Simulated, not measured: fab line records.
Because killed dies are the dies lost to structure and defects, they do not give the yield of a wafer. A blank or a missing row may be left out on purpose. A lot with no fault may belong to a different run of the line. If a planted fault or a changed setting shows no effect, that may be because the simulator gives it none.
Matching of chambers | flow n5Finfet | rieDiel-03 running N5_BEOL_M11_ETCH_66: 4 sister chambers
The step etches SOC in N2/H2, target depth 120 nm, overetch 24 nm, time 180 s. 18 wafers are shown with their chamber, then 9 later ones without.

== WAFERS WITH THEIR CHAMBER ==
wafer  | chamber | showerheadPlenumPTorr (Torr) | throttleValvePct (%) | drypumpMotorCurrentA (A)
L077.3 | 2       | 2.52                         | 18.04                | 5.4
L077.5 | 3       | 2.50                         | 18.25                | 5.5
L077.6 | 0       | 2.53                         | 18.12                | 5.4
L079.2 | 1       | 2.70                         | 17.96                | 5.9
L079.4 | 2       | 2.52                         | 18.05                | 5.3
L079.6 | 3       | 2.50                         | 18.26                | 5.5
L083.2 | 2       | 2.51                         | 18.06                | 5.3
L083.3 | 3       | 2.50                         | 18.27                | 5.5
L083.5 | 3       | 2.50                         | 18.26                | 5.5
L087.1 | 1       | 2.69                         | 17.99                | 5.9
L087.2 | 3       | 2.50                         | 18.28                | 5.5
L087.6 | 1       | 2.70                         | 17.98                | 5.9
L091.3 | 2       | 2.51                         | 18.06                | 5.3
L091.4 | 0       | 2.53                         | 18.15                | 5.4
L091.6 | 2       | 2.51                         | 18.06                | 5.4
L090.2 | 2       | 2.51                         | 18.08                | 5.4
L090.3 | 1       | 2.69                         | 17.98                | 6.0
L090.4 | 0       | 2.52                         | 18.16                | 5.5

SIGNATURES (means of the wafers above)
reading               | chamber 0 | chamber 1 | chamber 2 | chamber 3 | scatter within a chamber
showerheadPlenumPTorr | 2.5267    | 2.6950    | 2.5133    | 2.5000    | 0.00463
throttleValvePct      | 18.1433   | 17.9775   | 18.0583   | 18.2640   | 0.014
drypumpMotorCurrentA  | 5.433     | 5.925     | 5.350     | 5.500     | 0.0456
Rule: a wafer's distance from a chamber is the root of the sum, over the readings, of the square of ((its reading less the chamber's mean) divided by the reading's scatter). The wafer belongs to the nearest chamber; if the next one is less than 2 further off, it can't be placed. The scatter: take each reading less its chamber's mean, square it, sum over the shown wafers, divide by the number of wafers less the number of chambers, and take the root.

== WAFERS MISSING THEIR CHAMBER ==
wafer  | showerheadPlenumPTorr (Torr) | throttleValvePct (%) | drypumpMotorCurrentA (A)
L093.1 | 2.52                         | 18.17                | 5.4
L093.2 | 2.69                         | 17.99                | 6.0
L093.4 | 2.51                         | 18.09                | 5.3
L096.3 | 2.69                         | 18.01                | 5.9
L096.5 | 2.50                         | 18.10                | 5.3
L096.6 | 2.69                         | 18.00                | 5.9
L097.1 | 2.69                         | 18.01                | 5.9
L097.5 | 2.69                         | 18.01                | 5.9
L097.6 | 2.50                         | 18.11                | 5.3

== THE CHAMBER EACH PASSED THROUGH ==
wafer  | from the rows above | in truth
L093.1 | 0                   | 0
L093.2 | 1                   | 1
L093.4 | 2                   | 2
L096.3 | 1                   | 1
L096.5 | 2                   | 2
L096.6 | 1                   | 1
L097.1 | 1                   | 1
L097.5 | 1                   | 1
L097.6 | 2                   | 2
Placed correctly: 9 of 9. Number that these rows cannot place: 0. 0 placed wrongly.
